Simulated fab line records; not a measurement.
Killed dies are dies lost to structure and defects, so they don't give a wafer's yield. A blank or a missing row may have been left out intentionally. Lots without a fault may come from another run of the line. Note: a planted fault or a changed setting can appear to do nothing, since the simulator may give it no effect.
Lot-split experiment / flow n5-finfet / on a route of 1938 steps: 7 lots, 21 wafers read

== ON THE SPLIT ==
At N5_BEOL_M11_COAT_59 (time 60 s, resist thk 100 nm), the setting spin-rpm was moved away from the recipe's 1500 rpm on 8 of the 21 wafers read, by -10.7% to +9.9%. This setting was run at the recipe's value on the other wafers.

== FROM THE SPLIT TO THE READING: what the file shows between them, 8 steps ==
- N5_BEOL_M11_COAT_60: time 60 s, resist thk 30 nm (also split here: spin-rpm)
- N5_BEOL_M11_COAT_05: resist thk 90 nm
- N5_BEOL_M11_EBR_07
- N5_BEOL_M11_DESCUM_16: chemistry O2, time 7.9 s
- N5_BEOL_M11_ETCH_61: etches SiARC in CF4, target depth 39 nm, time 65 s
- N5_BEOL_M11_ETCH_62: etches SOC in N2/H2, target depth 110 nm, overetch 22 nm, time 165 s
- N5_BEOL_M11_STRIP_68: strips in N2/H2
- N5_BEOL_M11_STRIP_67: strips in CF4

== THE READING ==
SOC_of_BEOL_M11_COAT_59.thk-nm (the simulator's own value, which no gauge read), in nm, at N5_BEOL_M11_HM_OPEN_17 (chemistry Cl2/BCl3, target TiN, target depth 20 nm, overetch 6 nm). No usual value for it is given in the file. Here, 13 wafers ran the recipe; their average is 92.5 nm with a standard deviation of 0.31 nm.

wafer=L075.1; tool, chamber at the split=litho-track-04, 0; spin-rpm as run, rpm=1500; against the recipe=recipe; SOC_of_BEOL_M11_COAT_59.thk-nm, nm=92.2; against lot-mates on the recipe=-
wafer=L075.5; tool, chamber at the split=litho-track-04, 0; spin-rpm as run, rpm=1394; against the recipe=-7.1%; SOC_of_BEOL_M11_COAT_59.thk-nm, nm=96.2; against lot-mates on the recipe=+3.5
wafer=L075.6; tool, chamber at the split=litho-track-04, 0; spin-rpm as run, rpm=1500; against the recipe=recipe; SOC_of_BEOL_M11_COAT_59.thk-nm, nm=93.2; against lot-mates on the recipe=-
wafer=L077.3; tool, chamber at the split=litho-track-04, 0; spin-rpm as run, rpm=1339; against the recipe=-10.7%; SOC_of_BEOL_M11_COAT_59.thk-nm, nm=98; against lot-mates on the recipe=+6.0
wafer=L077.5; tool, chamber at the split=litho-track-04, 0; spin-rpm as run, rpm=1339; against the recipe=-10.7%; SOC_of_BEOL_M11_COAT_59.thk-nm, nm=98.2; against lot-mates on the recipe=+6.2
wafer=L077.6; tool, chamber at the split=litho-track-04, 0; spin-rpm as run, rpm=1500; against the recipe=recipe; SOC_of_BEOL_M11_COAT_59.thk-nm, nm=92; against lot-mates on the recipe=-
wafer=L080.1; tool, chamber at the split=litho-track-03, 0; spin-rpm as run, rpm=1500; against the recipe=recipe; SOC_of_BEOL_M11_COAT_59.thk-nm, nm=92.4; against lot-mates on the recipe=-
wafer=L080.6; tool, chamber at the split=litho-track-03, 0; spin-rpm as run, rpm=1500; against the recipe=recipe; SOC_of_BEOL_M11_COAT_59.thk-nm, nm=92.4; against lot-mates on the recipe=-
wafer=L080.5; tool, chamber at the split=litho-track-03, 0; spin-rpm as run, rpm=1500; against the recipe=recipe; SOC_of_BEOL_M11_COAT_59.thk-nm, nm=92.6; against lot-mates on the recipe=-
wafer=L084.2; tool, chamber at the split=litho-track-02, 0; spin-rpm as run, rpm=1500; against the recipe=recipe; SOC_of_BEOL_M11_COAT_59.thk-nm, nm=92.2; against lot-mates on the recipe=-
wafer=L084.3; tool, chamber at the split=litho-track-02, 0; spin-rpm as run, rpm=1417; against the recipe=-5.5%; SOC_of_BEOL_M11_COAT_59.thk-nm, nm=95.6; against lot-mates on the recipe=+3.2
wafer=L084.5; tool, chamber at the split=litho-track-02, 0; spin-rpm as run, rpm=1500; against the recipe=recipe; SOC_of_BEOL_M11_COAT_59.thk-nm, nm=92.6; against lot-mates on the recipe=-
wafer=L085.1; tool, chamber at the split=litho-track-04, 0; spin-rpm as run, rpm=1500; against the recipe=recipe; SOC_of_BEOL_M11_COAT_59.thk-nm, nm=92.8; against lot-mates on the recipe=-
wafer=L085.2; tool, chamber at the split=litho-track-04, 0; spin-rpm as run, rpm=1500; against the recipe=recipe; SOC_of_BEOL_M11_COAT_59.thk-nm, nm=92.6; against lot-mates on the recipe=-
wafer=L085.6; tool, chamber at the split=litho-track-04, 0; spin-rpm as run, rpm=1500; against the recipe=recipe; SOC_of_BEOL_M11_COAT_59.thk-nm, nm=92.6; against lot-mates on the recipe=-
wafer=L089.3; tool, chamber at the split=litho-track-04, 0; spin-rpm as run, rpm=1648; against the recipe=+9.9%; SOC_of_BEOL_M11_COAT_59.thk-nm, nm=88; against lot-mates on the recipe=-4.8
wafer=L089.5; tool, chamber at the split=litho-track-04, 0; spin-rpm as run, rpm=1648; against the recipe=+9.9%; SOC_of_BEOL_M11_COAT_59.thk-nm, nm=87.4; against lot-mates on the recipe=-5.4
wafer=L089.6; tool, chamber at the split=litho-track-04, 0; spin-rpm as run, rpm=1500; against the recipe=recipe; SOC_of_BEOL_M11_COAT_59.thk-nm, nm=92.8; against lot-mates on the recipe=-
wafer=L097.1; tool, chamber at the split=litho-track-03, 0; spin-rpm as run, rpm=1500; against the recipe=recipe; SOC_of_BEOL_M11_COAT_59.thk-nm, nm=92.2; against lot-mates on the recipe=-
wafer=L097.2; tool, chamber at the split=litho-track-03, 0; spin-rpm as run, rpm=1569; against the recipe=+4.6%; SOC_of_BEOL_M11_COAT_59.thk-nm, nm=89.8; against lot-mates on the recipe=-2.4
wafer=L097.6; tool, chamber at the split=litho-track-03, 0; spin-rpm as run, rpm=1569; against the recipe=+4.6%; SOC_of_BEOL_M11_COAT_59.thk-nm, nm=90.4; against lot-mates on the recipe=-1.8

THE FIT
A straight line over all 21 wafers: SOC_of_BEOL_M11_COAT_59.thk-nm changes by -0.511 nm for each +1% of spin-rpm; r = -0.99; the points scatter about the line by 0.31 nm.
The same after taking each lot's own level away (the mean of its wafers on the recipe; 21 wafers): -0.535 nm for each +1%; r = -0.99; scatter 0.29 nm.
That fit puts the effect of the largest move of spin-rpm on the reading at 5.7 nm.
The lots' own levels span 92.00 to 92.80 nm, that is 2.6 times the standard deviation above.
The two slopes agree, so the slope changes little with the lot-to-lot level.
Check: for one of the wafers moved furthest among these (-10.7%), held out of the fit, the line's prediction against its lot-mates is +5.76 nm. Against them it came out at +6 nm.

== OTHER SPLITS APPLIED TO THESE WAFERS ==
Other splits were also applied to these wafers ahead of the reading. Each is held against what the fit with the lots' levels taken away leaves over:
other split on the same wafers=N5_BEOL_M10_EXPOSE_25 dose-mj; wafers away from the commonest value=5; r with SOC_of_BEOL_M11_COAT_59.thk-nm (lot level and that fit taken away)=+0.14
other split on the same wafers=N5_BEOL_M11_COAT_60 spin-rpm; wafers away from the commonest value=4; r with SOC_of_BEOL_M11_COAT_59.thk-nm (lot level and that fit taken away)=-0.06

== THE WHOLE CHAIN: every reading that the file lists as answering this split, in the file's order ==
step=N5_BEOL_M11_COAT_59; what it does=time 60 s, resist thk 100 nm; reading=SOC_of_BEOL_M11_COAT_59.thk-nm (the simulator's own value, which no gauge read); change (the file's fit)=-0.509 nm for each +1% of the setting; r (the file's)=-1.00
step=N5_BEOL_M11_ETCH_62; what it does=etches SOC in N2/H2, target depth 110 nm, overetch 22 nm, time 165 s; reading=etch.depth-nm (the simulator's own value, which no gauge read); change (the file's fit)=-0.513 nm for each +1% of the setting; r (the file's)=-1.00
step=N5_BEOL_M11_HM_OPEN_17; what it does=chemistry Cl2/BCl3, target TiN, target depth 20 nm, overetch 6 nm; reading=SOC_of_BEOL_M11_COAT_59.thk-nm (the simulator's own value, which no gauge read); change (the file's fit)=-0.534 nm for each +1% of the setting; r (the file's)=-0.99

== THE FILE'S OWN FIT ==
SOC_of_BEOL_M11_COAT_59.thk-nm changes by -0.534 nm for each +1% of spin-rpm, r = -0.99.
